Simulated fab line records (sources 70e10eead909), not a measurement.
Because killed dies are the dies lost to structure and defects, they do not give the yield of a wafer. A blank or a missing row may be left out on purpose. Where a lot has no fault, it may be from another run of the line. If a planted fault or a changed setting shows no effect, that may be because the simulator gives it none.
Struck lot and sound lot, side by side	flow nand harc	15 steps out of a route of 1159
Sound: the wafers L416.2, L416.4, L416.5. Struck: wafer L423.1. (L423.3, L423.6 of the same lot were not struck and are left out.) The cause comes at the end.
Each step with rows lists, per side, the tool, then ch with its chambers, then its first start. Under that, the readings that differ: sound wafers	struck wafers	difference of the means	sigmas: that difference in standard deviations of wafers without a fault.
alike: same words and numbers on both sides, and readings whose means sit less than 2 such deviations apart. not compared: any withheld reading, any reading some wafer has no value for, any bound like >300 that may hide the same value, and any number with overlapping values for which the record gives no deviation.
Wherever a step has rows on one side only, a row that says differs or no value, or a row with sigmas, the two part there. Numbers that don't overlap but have no deviation are shown without sigmas and don't part them. A reading that every wafer of one side lacks parts them only if that side has two wafers or more.

first, 6 steps without rows for these wafers: NHARC_A_CHANNEL_HOLE_D1_COAT_04 (resist thk 90 nm); NHARC_A_CHANNEL_HOLE_D1_SOFTBAKE_05 (time 55 s); NHARC_A_CHANNEL_HOLE_D1_EBR_06; NHARC_A_CHANNEL_HOLE_D1_EXPOSE_07 (exposes mask HOLE D1, target cd 100 nm); NHARC_A_CHANNEL_HOLE_D1_PEB_08 (peb time 65 s); NHARC_A_CHANNEL_HOLE_D1_DEVELOP_09 (develop time 35 s).
NHARC_A_CHANNEL_HOLE_D1_CD_MEAS_10: the cd target is 100 nm.
  sound on cd sem-03 ch 0, day 8 20:20; struck on cd sem-03 ch 0, day 10 21:31
  alike: cd nm
NHARC_A_CHANNEL_HOLE_D1_OVL_MEAS_11:
  struck on overlay-01, day 10 21:36; sound on overlay-01, day 8 20:25
reading	sound	struck	difference	sigmas
overlay y nm (nm)	-0.4 -0.1 -0.4	2.0	+2.3	+3
  alike: overlay x nm
NHARC_A_CHANNEL_HOLE_D1_INSPECT_12:
  struck on defect inspect-01, day 10 21:38; sound on defect inspect-02, day 8 20:28
  alike: raw defect count
NHARC_A_CHANNEL_HOLE_D1_DESCUM_15: chemistry O2, time 3 s.
  sound on rie diel-04 ch 0,1, day 8 20:32; struck on rie diel-04 ch 0, day 10 21:42
reading	sound	struck	difference	sigmas
rf vpp V (V)	58.3 59.1 57.5	55.7	-2.6	-3
  alike: chamber pressure mTorr, drypump motor current A, oes product au, showerhead plenum p Torr, throttle valve pct
  not compared: rf hours counter h
NHARC_A_CHANNEL_HOLE_D1_ETCH_38: etches the open film in CF4, target depth 39 nm, time 65 s.
  sound on rie diel-04 ch 0,1,3, day 8 20:40; struck on rie diel-04 ch 1, day 10 21:47
reading	sound	struck	difference	sigmas
chamber pressure mTorr (mTorr)	49.95 49.96 50.02	50.11	+0.13	+3
  alike: drypump motor current A, oes product au, rf vpp V, run length s, showerhead plenum p Torr, throttle valve pct
  not compared: rf hours counter h
NHARC_A_CHANNEL_HOLE_D1_ETCH_39: etches the open film in N2/H2, target depth 260 nm, time 325 s.
  sound: rie diel-04 ch 1,3; struck: rie diel-04 ch 3
  alike: chamber pressure mTorr, drypump motor current A, oes product au, rf vpp V, run length s, showerhead plenum p Torr, throttle valve pct
  not compared: rf hours counter h
NHARC_A_CHANNEL_HOLE_D1_ETCH_34: etches the open film in CF4/CHF3, target depth 154 nm, time 77 s.
  sound on rie diel-04 ch 0,1, day 8 21:04; struck on rie diel-04 ch 3, day 10 22:08
reading	sound	struck	difference	sigmas
drypump motor current A (A)	5.4 5.4 5.1	6.4	+1.1	+2
run length s (s)	98.6 98.7 97.7	92.9	-5.4	-12
  alike: chamber pressure mTorr, oes product au, rf vpp V, showerhead plenum p Torr, throttle valve pct
  not compared: rf hours counter h
NHARC_A_CHANNEL_HOLE_D1_ETCH_16: etches the open film in O2/COS, target depth 3100 nm, time 806 s.
  sound: rie diel-04 ch 0,3; struck: rie diel-04 ch 2
  alike: chamber pressure mTorr, drypump motor current A, oes product au, rf vpp V, run length s, showerhead plenum p Torr, throttle valve pct
  not compared: rf hours counter h
-- break in the record here, with 11 days between the starts of the struck wafers on either side (left off in module A_CHANNEL_HOLE_D1, picked up again in module END, where the first step shown is number 1159 on the route) --
NHARC_END_SORT_01:
  here the record holds rows for the struck wafers (prober-01 ch 0, day 22 00:20) but none for the sound ones

## WHERE THEY PART
At NHARC_A_CHANNEL_HOLE_D1_OVL_MEAS_11 first; at NHARC_END_SORT_01 last (within this record only).

WHY: whatever the simulator had introduced
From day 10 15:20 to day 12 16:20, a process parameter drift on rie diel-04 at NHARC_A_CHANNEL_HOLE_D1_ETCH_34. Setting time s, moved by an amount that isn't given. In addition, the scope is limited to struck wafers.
